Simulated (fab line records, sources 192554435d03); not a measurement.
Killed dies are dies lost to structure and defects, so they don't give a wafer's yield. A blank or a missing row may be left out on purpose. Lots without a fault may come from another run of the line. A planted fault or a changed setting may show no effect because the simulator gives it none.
Chamber matching | flow n5_finfet | N5_BEOL_M1_ETCHBACK_99 on rie_diel-05: 4 sister chambers
The step etches SiO2 in CHF3, target depth 5 nm, time 10.4 s. 8 wafers are shown with their chamber, then 7 later ones without.

WAFERS WITH THEIR CHAMBER
wafer  | chamber | showerhead_plenum_p_Torr (Torr) | oes_product_au (a.u.)
L079.3 | 1       | 2.19                            | 0.86
L083.5 | 0       | 2.14                            | 0.72
L086.2 | 3       | 2.29                            | 0.95
L088.1 | 0       | 2.14                            | 0.72
L088.2 | 2       | 2.14                            | 0.73
L088.3 | 1       | 2.18                            | 0.84
L092.2 | 3       | 2.29                            | 0.92
L092.4 | 2       | 2.14                            | 0.72

WAFERS WITHOUT THEIR CHAMBER
wafer  | showerhead_plenum_p_Torr (Torr) | oes_product_au (a.u.)
L092.6 | 2.18                            | 0.84
L093.2 | 2.29                            | 0.92
L093.3 | 2.14                            | 0.71
L093.6 | 2.14                            | 0.72
L097.2 | 2.14                            | 0.72
L097.3 | 2.18                            | 0.83
L097.6 | 2.18                            | 0.83

WHICH CHAMBER EACH WENT THROUGH
wafer  | from the rows above     | in truth
L092.6 | 1                       | 1
L093.2 | 3                       | 3
L093.3 | can't be placed: 0 or 2 | 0
L093.6 | can't be placed: 0 or 2 | 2
L097.2 | can't be placed: 0 or 2 | 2
L097.3 | 1                       | 1
L097.6 | 1                       | 1
Placed correctly: 4 of 7. Can't be placed from these rows: 3 (the true chamber is among the candidates in 3). Placed wrongly: 0.
How it was worked out, from the rows above alone: a wafer's distance from a chamber is the root of the sum, over the readings, of the square of ((its reading less the chamber's mean) divided by the reading's scatter). The wafer belongs to the nearest chamber; if the next one is less than 2 further off, it can't be placed. A chamber's mean is the mean of its shown wafers. The scatter: the root of (the sum of the squares of (reading less its chamber's mean) over the shown wafers, divided by (wafers less chambers)).
